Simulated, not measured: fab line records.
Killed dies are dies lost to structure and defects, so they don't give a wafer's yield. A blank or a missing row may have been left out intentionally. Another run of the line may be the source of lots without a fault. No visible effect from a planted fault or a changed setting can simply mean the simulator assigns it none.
Struck lot and sound lot, side by side + flow n5_finfet + 15 steps out of a route of 1938
Sound: wafers L690.1, L690.4, L690.5. Struck: wafer L701.2. (L701.3, L701.5 of the same lot were not struck and are left out.) The cause comes at the end.
Order at every step that has rows: each side's tool, ch and its chambers, its first start. Under that, the readings that differ: sound wafers + struck wafers + difference of the means + sigmas: that difference in standard deviations of wafers without a fault.
alike: readings whose means differ by less than 2 such deviations, and words and numbers that are the same on both sides. not compared: withheld readings, readings that some wafer has no value for, bounds like >300 that may hide the same value, and numbers for which the record gives no deviation and whose values overlap.
Wherever a step has rows on one side only, a row that says differs or no value, or a row with sigmas, the two part there. Numbers that have no deviation but don't overlap get no sigmas and don't part them. Lack of a reading on every wafer of one side parts them only where that side has two or more wafers.

first, 2 steps without rows for these wafers: N5_BEOL_M10_TRENCH_ETCH_37 (etches SiCOH lowk in C4F6/O2, target depth 148.83 nm, time 48 s); N5_BEOL_M10_ETCH_41 (etches SiCN in CH3F/O2, target depth 42.6 nm, time 86 s).
N5_BEOL_M10_STRIP_77: strips in N2/H2, time 10 s.
  sound: rie_diel-05 ch 1,2,3; struck: rie_diel-02 ch 2
  alike: drypump_motor_current_A, oes_product_au, rf_vpp_V, showerhead_plenum_p_Torr, throttle_valve_pct
  not compared: rf_hours_counter_h
N5_BEOL_M10_OCD_MEAS_38:
  struck on ocd-02, day 14 20:23; sound on ocd-01, day 12 01:54
  alike: trench_depth_nm
then, 4 steps without rows for these wafers: N5_BEOL_M10_HM_STRIP_39 (strips TiN in peroxide tin strip, target depth 25 nm, time 158 s); N5_BEOL_M10_SRD_40 (time 30 s); N5_BEOL_M10_PRECLEAN_42 (cleans in residue remover, time 60 s); N5_BEOL_M10_SRD_43 (time 30 s).
N5_BEOL_M10_CD_MEAS_35 targets a cd of 70 nm.
  struck on cd_sem-03, day 14 20:33; sound on cd_sem-03, day 12 02:03
| reading    | sound          | struck | difference | sigmas |
|------------|----------------|--------|------------|--------|
| cd_nm (nm) | 69.2 68.4 68.2 | 70.2   | +1.6       | +2     |
N5_BEOL_M10_CURE_72: cures SiCOH lowk, time 120 s.
  sound on uv_cure-03 ch 1, day 12 02:06; struck on uv_cure-01 ch 0, day 14 20:38
| reading          | sound             | struck | difference | sigmas |
|------------------|-------------------|--------|------------|--------|
| wafer_temp_C_max | 372.4 373.5 372.8 | 371.0  | -1.9       | -3     |
  alike: lamp_power_pct
N5_BEOL_M10_DEGAS_44: time 60 s.
  struck on pvd_sputter-01, day 14 21:35; sound on pvd_sputter-02, day 12 02:28
  alike: heater_power_w
N5_BEOL_M10_PRE_CLEAN_45: time 30 s.
  struck on pvd_sputter-01, day 14 21:37; sound on pvd_sputter-02, day 12 02:30
  alike: heater_power_w
N5_BEOL_M10_ALD_74: deposits TaN, target thk 2 nm, pulse time 2 s, purge time 3 s.
  sound on ald_metal-01 ch 2,3, day 12 02:35; struck on ald_metal-01 ch 2, day 14 21:41
| reading                                  | sound    | struck | difference | sigmas |
|------------------------------------------|----------|--------|------------|--------|
| ald_cycles                               | 40 40 40 | 59     | +19        |        |
| model.TaN_of_BEOL_M10_ALD_74.thk_nm (nm) | 2 2 2    | 3      | +1         |        |
  alike: heater_power_w
  not compared: since_wet_clean_h
N5_BEOL_M10_SURFACE_TREAT_76:
  struck on pvd_sputter-03, day 14 21:59; sound on pvd_sputter-01, day 12 02:58
  not compared: throttle_valve_pct
-- record jumps: 2 days separate the struck wafers' starts on either side; left off in module BEOL_M10, taken up again in module PASSIVATION, whose first shown step is the route's number 1936 --
N5_PASSIVATION_PROBE_49:
  struck on prober-02, day 17 03:25; sound on prober-02, day 14 03:35
  alike: defect_limited_yield, killed_at_M0_to_M3, killed_at_M4_up, killed_at_contacts, killed_at_front_end, killed_at_other, killed_dies, killed_open, killed_short, sort_bin_4_leakage, sort_bin_5_function, sort_bin_6_memory, sort_bin_8_speed, sort_n_pass, sort_yield_pct

== WHERE THEY PART ==
Last at N5_BEOL_M10_CURE_72 as far as this record goes, first at N5_BEOL_M10_CD_MEAS_35. Later steps at which nothing parts them and some readings are alike: N5_BEOL_M10_DEGAS_44, N5_BEOL_M10_PRE_CLEAN_45, N5_BEOL_M10_ALD_74, N5_PASSIVATION_PROBE_49.

WHY: what the simulator had put in
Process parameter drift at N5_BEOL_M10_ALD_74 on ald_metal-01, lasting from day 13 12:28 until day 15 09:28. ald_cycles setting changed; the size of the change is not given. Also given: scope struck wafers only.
